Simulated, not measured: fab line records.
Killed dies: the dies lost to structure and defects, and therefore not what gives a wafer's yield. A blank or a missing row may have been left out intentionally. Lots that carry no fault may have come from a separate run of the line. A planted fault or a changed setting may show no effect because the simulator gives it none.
Comparing a struck lot with a sound one :: flow nand_harc :: 13 out of 1302 route steps
Sound: wafers L595.1, L595.3, L595.5. Struck: wafer L606.6 (left out: L606.1, a lot-mate that was not struck); the cause follows at the end.
At each step with rows: each side's tool, then ch and its chambers, then its first start. Under that, the readings that differ: sound wafers :: struck wafers :: difference of the means :: sigmas: that difference in standard deviations of wafers without a fault.
alike: readings with means less than 2 such deviations apart, plus words and numbers identical on both sides. not compared: withheld readings, readings lacking a value on some wafer, bounds such as >300 that could conceal the same value, and numbers that have no deviation in the record and whose values overlap.
A row with sigmas, a row that says differs or no value, or rows on one side alone: a step with any of these is where the two part. Numbers that don't overlap but have no deviation are shown without sigmas and don't part them. Lack of a reading on every wafer of one side parts them only where that side has two or more wafers.

NHARC_A_SOURCE_PLATE_THK_MEAS_06: measures by ellipsometry.
  sound on film_metro-02, day 8 16:26; struck on film_metro-01, day 13 16:02
  alike: thk_nm
NHARC_A_SOURCE_PLATE_INSPECT_08:
  sound on defect_inspect-02, day 8 16:30; struck on defect_inspect-01, day 13 16:06
reading: raw_defect_count
sound: 83 60 48
struck: 243
difference: +179
sigmas: +5
then, no rows for these wafers at 1 step: NHARC_A_ONON_D1_DEP_00 (target thk 1000 nm).
NHARC_A_ONON_D1_THK_MEAS_02: measures by ellipsometry.
  sound on film_metro-01, day 8 17:04; struck on film_metro-02, day 13 16:41
  alike: thk_nm
then, no rows for these wafers at 1 step: NHARC_A_ONON_D1_DEP_03 (target thk 1000 nm).
NHARC_A_ONON_D1_THK_MEAS_05: measures by ellipsometry.
  sound on film_metro-01, day 8 17:38; struck on film_metro-02, day 13 17:15
  alike: thk_nm
then, no rows for these wafers at 1 step: NHARC_A_ONON_D1_DEP_06 (target thk 1000 nm).
NHARC_A_ONON_D1_THK_MEAS_08: measures by ellipsometry.
  sound on film_metro-01, day 8 18:11; struck on film_metro-02, day 13 17:49
  alike: thk_nm
then, no rows for these wafers at 1 step: NHARC_A_ONON_D1_DEP_09 (target thk 1000 nm).
NHARC_A_ONON_D1_THK_MEAS_11: measures by ellipsometry.
  sound on film_metro-01, day 8 18:45; struck on film_metro-02, day 13 18:23
reading: thk_nm (nm)
sound: 1008 1008 1008
struck: 987
difference: -21
sigmas: -2
NHARC_A_ONON_D1_DEP_12: target thk 1000 nm.
  sound on pecvd_onon-01 ch 0, day 8 18:49; struck on pecvd_onon-01 ch 0, day 13 18:26
  alike: susceptor_temp_C
NHARC_A_ONON_D1_THK_MEAS_14: measures by ellipsometry.
  sound on film_metro-02, day 8 19:19; struck on film_metro-02, day 13 18:57
reading: thk_nm (nm)
sound: 999 997 998
struck: 704
difference: -294
sigmas: -29
then, 1 step without rows for these wafers: NHARC_A_ONON_D1_ANNEAL_15 (time 3600 s).

WHERE THEY PART
First at NHARC_A_SOURCE_PLATE_INSPECT_08; last, within this record, at NHARC_A_ONON_D1_THK_MEAS_14.

WHY: whatever the simulator had introduced
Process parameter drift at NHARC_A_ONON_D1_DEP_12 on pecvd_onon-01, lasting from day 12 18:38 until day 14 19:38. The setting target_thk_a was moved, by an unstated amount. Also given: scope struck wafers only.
